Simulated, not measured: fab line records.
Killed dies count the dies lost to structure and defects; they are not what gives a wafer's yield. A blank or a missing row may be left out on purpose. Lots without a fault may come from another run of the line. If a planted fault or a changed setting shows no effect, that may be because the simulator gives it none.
fab line records ; flow n5Finfet
[record] lots = 12; wafers = 36; lastDay = 18
route steps=1938 shown BEOL_M6@1254 BEOL_M7@1263
lots untouched by any fault: they come from a run of this same line in which no faults occurred
startH: hours from the record's first day to the start of the lot's first wafer shown ; waitH: time in hours since the lot's previous step ; " same as the row above ; L1.1+2: one row covering several wafers at once ; - no value, or no start was given ; * or withheld: withheld ; < > ~ a bound
route shown NAME@n: a module of which the file shows steps, and the number in the route of the first ; usual: mean and standard deviation over wafers with no fault ; same: alike in all rows ; chamber/n: place in a boat ; sites: the reading at each site ; _std_site: standard deviation across them ; _edge_site: outer sites' mean less inner sites' ; radiusMm: how far each site lies from the wafer's centre ; mask NAME#n: copy n ; behind: the tool/chamber that last shaped the wafer ; hold: cause of the lot's hold/its duration in hours/its outcome ; device: names the non-switching transistor (n, p or np) ; end of line: the route-end tests of the same wafers ; where a step has no rows: the recipe by itself ; killed: not the wafer's yield, but the dies lost to structure and defects at the first sort ; map: shows each die of a wafer: x if killed, . if not, _ if none is there
set.NAME: the setting that was run; set.NAME@STEP: the one run at that earlier step ; model.NAME: the simulator's own value behind a step, which no gauge read
a sample of lots followed through the steps of the route, with each step as a table and each wafer as a row
services: the hour from which a tool's chamber was out of use, counted from the record's first day as startH (under 0 if before that day), plus the number of hours and why
[[steps]]
[step N5_BEOL_M6_SPUTTER_48]
[recipe] material = Cu; targetThkA = 100; tempC = -20; biasV = 60; powerW = 26000; chamberPressurePa = 0.13; timeS = 1.667
[usual] chuckGasFlowSccm = 1.27/0.051; throttleValvePct = 30.0/0.79
lot.wafer;tool;chamber;startH;waitH;chuckGasFlowSccm;throttleValvePct
L441.1;pvdSputter-01;-;185.74;0.3;1.30;30.8
L441.3;pvdSputter-01;-;185.74;0.3;1.23;31.0
L441.5;pvdSputter-01;-;185.74;0.3;1.22;30.7
L442.2;pvdSputter-02;-;190.31;0.1;1.29;30.6
L442.5;pvdSputter-02;-;190.31;0.1;1.30;30.7
L442.6;pvdSputter-02;-;190.31;0.1;1.24;30.8
L444.2;pvdSputter-03;-;205.56;0.3;1.26;30.9
L444.3;pvdSputter-03;-;205.56;0.3;1.24;29.5
L444.6;pvdSputter-03;-;205.56;0.3;1.26;29.1
L443.2;pvdSputter-03;-;205.64;0.3;1.21;28.9
L443.3;pvdSputter-03;-;205.64;0.3;1.35;30.6
L443.6;pvdSputter-03;-;205.64;0.3;1.26;29.9
L447.3;pvdSputter-03;-;233.96;0.1;1.33;29.1
L447.4;pvdSputter-03;-;233.96;0.1;1.29;28.8
L447.6;pvdSputter-03;-;233.96;0.1;1.32;29.4
L450.3;pvdSputter-03;-;242.77;0.1;1.36;29.2
L450.4;pvdSputter-03;-;242.77;0.1;1.19;30.1
L450.6;pvdSputter-03;-;242.77;0.1;1.29;29.2
L449.1;pvdSputter-03;-;243.35;0.3;1.32;30.7
L449.3;pvdSputter-03;-;243.35;0.3;1.23;28.8
L449.5;pvdSputter-03;-;243.35;0.3;1.19;29.9
L451.3;pvdSputter-03;-;246.63;0.1;1.17;28.8
L451.5;pvdSputter-03;-;246.63;0.1;1.32;30.7
L451.6;pvdSputter-03;-;246.63;0.1;1.24;30.0
L455.2;pvdSputter-01;-;297.55;0.1;1.25;31.0
L455.4;pvdSputter-01;-;297.55;0.1;1.17;30.8
L455.5;pvdSputter-01;-;297.55;0.1;1.18;31.1
L456.1;pvdSputter-02;-;298.54;0.3;1.22;29.6
L456.3;pvdSputter-02;-;298.54;0.3;1.26;30.9
L456.5;pvdSputter-02;-;298.54;0.3;1.21;29.7
L457.3;pvdSputter-01;-;302.92;0.1;1.24;31.0
L457.5;pvdSputter-01;-;302.92;0.1;1.27;30.8
L457.6;pvdSputter-01;-;302.92;0.1;1.24;31.0
L463.1;pvdSputter-02;-;336.35;0.2;1.28;30.7
L463.3;pvdSputter-02;-;336.35;0.2;1.33;31.0
L463.6;pvdSputter-02;-;336.35;0.2;1.26;30.7
[step N5_BEOL_M7_ILD_DEP_00]
[recipe] material = SiCOH_lowk; targetThkA = 1797.5; tempC = 300; precursor = DEMS/porogen; pressureTorr = 5; rfW = 500; timeS = 33.4
[usual] heaterPowerW = 316/60; rfFwdPowerW = 495.3/1.9; showerheadPlenumPTorr = 5.735/0.015; throttleValvePct = 13.9/0.71
lot.wafer;tool;chamber;startH;waitH;heaterPowerW;rfFwdPowerW;showerheadPlenumPTorr;throttleValvePct
L441.1;pecvd-02;2;186.73;0.0;406;494.8;5.720;13.2
L441.3;pecvd-02;0;186.73;0.0;288;497.4;5.745;14.9
L441.5;pecvd-02;2;186.73;0.0;418;494.0;5.732;13.0
L442.2;pecvd-04;0;191.30;0.0;292;493.2;5.738;14.6
L442.5;pecvd-04;1;191.30;0.0;283;496.0;5.728;14.3
L442.6;pecvd-04;0;191.30;0.0;313;492.8;5.737;14.7
L444.2;pecvd-03;1;206.55;0.0;301;491.8;5.710;14.2
L444.3;pecvd-03;0;206.55;0.0;327;493.3;5.721;13.7
L444.6;pecvd-03;2;206.55;0.0;306;494.7;5.743;12.9
L443.2;pecvd-03;1;206.85;0.0;312;491.1;5.732;13.7
L443.3;pecvd-03;2;206.85;0.0;307;496.2;5.769;12.8
L443.6;pecvd-03;0;206.85;0.0;369;497.3;5.726;13.8
L447.3;pecvd-02;1;235.36;0.1;433;496.2;5.759;14.3
L447.4;pecvd-02;0;235.36;0.1;282;499.6;5.740;15.0
L447.6;pecvd-02;1;235.36;0.1;453;496.3;5.759;14.7
L450.3;pecvd-02;1;244.33;0.1;440;496.2;5.755;14.6
L450.4;pecvd-02;0;244.33;0.1;287;499.8;5.722;14.9
L450.6;pecvd-02;0;244.33;0.1;292;499.4;5.738;15.1
L449.1;pecvd-03;1;244.85;0.0;345;493.8;5.723;14.0
L449.3;pecvd-03;0;244.85;0.0;334;495.9;5.724;13.8
L449.5;pecvd-03;0;244.85;0.0;332;495.7;5.721;13.5
L451.3;pecvd-02;0;247.64;0.1;221;495.0;5.725;14.8
L451.5;pecvd-02;1;247.64;0.1;449;497.7;5.753;14.4
L451.6;pecvd-02;0;247.64;0.1;232;496.6;5.730;14.6
L455.2;pecvd-02;1;298.72;0.0;441;496.5;5.765;14.2
L455.4;pecvd-02;0;298.72;0.0;223;497.7;5.734;14.8
L455.5;pecvd-02;1;298.72;0.0;454;497.7;5.759;14.1
L456.1;pecvd-03;1;299.73;0.0;323;492.3;5.710;13.9
L456.3;pecvd-03;2;299.73;0.0;262;498.4;5.758;13.1
L456.5;pecvd-03;2;299.73;0.0;263;497.8;5.747;13.0
L457.3;pecvd-02;1;303.93;0.1;372;496.5;5.748;14.2
L457.5;pecvd-02;2;303.93;0.1;415;494.8;5.750;13.5
L457.6;pecvd-02;1;303.93;0.1;405;494.0;5.751;14.4
L463.1;pecvd-04;2;337.48;0.0;259;494.6;5.750;12.6
L463.3;pecvd-04;0;337.48;0.0;311;495.2;5.742;15.0
L463.6;pecvd-04;2;337.48;0.0;257;493.0;5.744;12.8
[step N5_BEOL_M7_THK_MEAS_01]
[recipe] reads = SiCOH_lowk_of_BEOL_M7_ILD_DEP_00
[usual] M7_ILD_THK = 154.9/2.1
lot.wafer;tool;chamber;startH;waitH;M7_ILD_THK[nm]
L441.1;filmMetro-01;-;187.31;0.4;151.9
L441.3;filmMetro-01;-;187.31;0.4;152.1
L441.5;filmMetro-01;-;187.31;0.4;153.8
L442.2;filmMetro-01;-;191.88;0.4;151.2
L442.5;filmMetro-01;-;191.88;0.4;156.4
L442.6;filmMetro-01;-;191.88;0.4;156.1
L444.2;filmMetro-02;-;207.13;0.4;156.4
L444.3;filmMetro-02;-;207.13;0.4;154.8
L444.6;filmMetro-02;-;207.13;0.4;156.4
L443.2;filmMetro-02;-;207.43;0.4;156.4
L443.3;filmMetro-02;-;207.43;0.4;153.6
L443.6;filmMetro-02;-;207.43;0.4;156.5
L447.3;filmMetro-02;-;235.93;0.3;152.5
L447.4;filmMetro-02;-;235.93;0.3;157.5
L447.6;filmMetro-02;-;235.93;0.3;155.1
L450.3;filmMetro-01;-;245.41;0.3;156.3
L450.4;filmMetro-01;-;245.41;0.3;157.6
L450.6;filmMetro-01;-;245.41;0.3;155.1
L449.1;filmMetro-02;-;245.89;0.4;156.6
L449.3;filmMetro-02;-;245.89;0.4;153.4
L449.5;filmMetro-02;-;245.89;0.4;154.9
L451.3;filmMetro-01;-;248.22;0.3;157.6
L451.5;filmMetro-01;-;248.22;0.3;155.4
L451.6;filmMetro-01;-;248.22;0.3;156.2
L455.2;filmMetro-02;-;299.29;0.4;155.9
L455.4;filmMetro-02;-;299.29;0.4;158.1
L455.5;filmMetro-02;-;299.29;0.4;156.8
L456.1;filmMetro-01;-;300.33;0.4;154.9
L456.3;filmMetro-01;-;300.33;0.4;155.0
L456.5;filmMetro-01;-;300.33;0.4;154.4
L457.3;filmMetro-01;-;304.51;0.3;156.9
L457.5;filmMetro-01;-;304.51;0.3;156.5
L457.6;filmMetro-01;-;304.51;0.3;155.3
L463.1;filmMetro-02;-;338.06;0.4;152.2
L463.3;filmMetro-02;-;338.06;0.4;155.2
L463.6;filmMetro-02;-;338.06;0.4;156.3
[step N5_BEOL_M7_COAT_05]
[recipe] resist = CAR-ArF; spinRpm = 1500; resistThkNm = 90
[usual] spinSpeedRpm = 1500.0/1.1
lot.wafer;tool;chamber;startH;waitH;spinSpeedRpm
L441.1;lithoTrack-02;0;188.53;-;1500.4
L441.3;lithoTrack-02;0;188.53;-;1500.3
L441.5;lithoTrack-02;0;188.53;-;1500.8
L442.2;lithoTrack-03;0;194.87;-;1501.6
L442.5;lithoTrack-03;0;194.87;-;1500.4
L442.6;lithoTrack-03;0;194.87;-;1500.9
L444.2;lithoTrack-02;0;208.49;-;1498.7
L444.3;lithoTrack-02;0;208.49;-;1499.3
L444.6;lithoTrack-02;0;208.49;-;1498.8
L443.2;lithoTrack-02;0;208.70;-;1499.9
L443.3;lithoTrack-02;0;208.70;-;1500.9
L443.6;lithoTrack-02;0;208.70;-;1499.2
L447.3;lithoTrack-03;0;236.99;-;1499.0
L447.4;lithoTrack-03;0;236.99;-;1499.9
L447.6;lithoTrack-03;0;236.99;-;1501.8
L450.3;lithoTrack-03;0;246.19;-;1499.6
L450.4;lithoTrack-03;0;246.19;-;1498.1
L450.6;lithoTrack-03;0;246.19;-;1501.0
L449.1;lithoTrack-05;0;246.32;-;1500.4
L449.3;lithoTrack-05;0;246.32;-;1500.2
L449.5;lithoTrack-05;0;246.32;-;1500.5
L451.3;lithoTrack-02;0;249.70;-;1498.8
L451.5;lithoTrack-02;0;249.70;-;1499.9
L451.6;lithoTrack-02;0;249.70;-;1497.7
L455.2;lithoTrack-05;0;299.97;-;1400.3
L455.4;lithoTrack-05;0;299.97;-;1399.7
L455.5;lithoTrack-05;0;299.97;-;1401.3
L456.1;lithoTrack-02;0;301.51;-;1499.8
L456.3;lithoTrack-02;0;301.51;-;1500.8
L456.5;lithoTrack-02;0;301.51;-;1500.1
L457.3;lithoTrack-05;0;306.19;-;1400.3
L457.5;lithoTrack-05;0;306.19;-;1401.4
L457.6;lithoTrack-05;0;306.19;-;1400.2
L463.1;lithoTrack-02;0;339.48;-;1499.5
L463.3;lithoTrack-02;0;339.48;-;1499.6
L463.6;lithoTrack-02;0;339.48;-;1501.6
[[services]]
tool;chamber;startH;hours;kind
pecvd-04;-;179.66;0.3;repair
pecvd-04;-;187.21;3.8;repair
pecvd-04;2;202.38;-;clean
pecvd-04;2;202.38;-;consumableReplace:showerhead
pecvd-04;2;202.38;29.0;scheduledDown
pecvd-04;2;202.38;29.0;ventCycle
pecvd-02;0;214.50;5.5;scheduledDown
pecvd-02;-;216.91;14.6;pm
pecvd-02;2;233.53;18.2;repair
pecvd-04;2;233.59;5.8;repair
pecvd-04;-;265.39;0.2;repair
pecvd-04;-;284.97;2.8;pm
pecvd-03;0;296.46;5.5;scheduledDown
pecvd-02;0;302.60;6.9;repair
pvdSputter-01;-;336.32;11.7;repair
pecvd-02;-;336.80;1.3;repair
pecvd-03;1;339.16;4.0;repair
[[key]]
[firstSign] step = N5_BEOL_M7_COAT_05; reading = spinSpeedRpm; direction = down; sigmas = 92; usual = *; struck = *
effect none on later readings
metAt N5_BEOL_M7_COAT_05
struckLots L455,L457
notActingAt N5_BEOL_M6_SPUTTER_48,N5_BEOL_M7_ILD_DEP_00,N5_BEOL_M7_THK_MEAS_01
onsetBetween 246.32 299.97
[fault] kind = processParameterDrift; tool = lithoTrack-05; chamber = -; onsetH = 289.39; steps = N5_BEOL_M7_COAT_05; channel = spinRpm; offset = *; shape = step; endH = 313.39; actsIn = *; stated = *
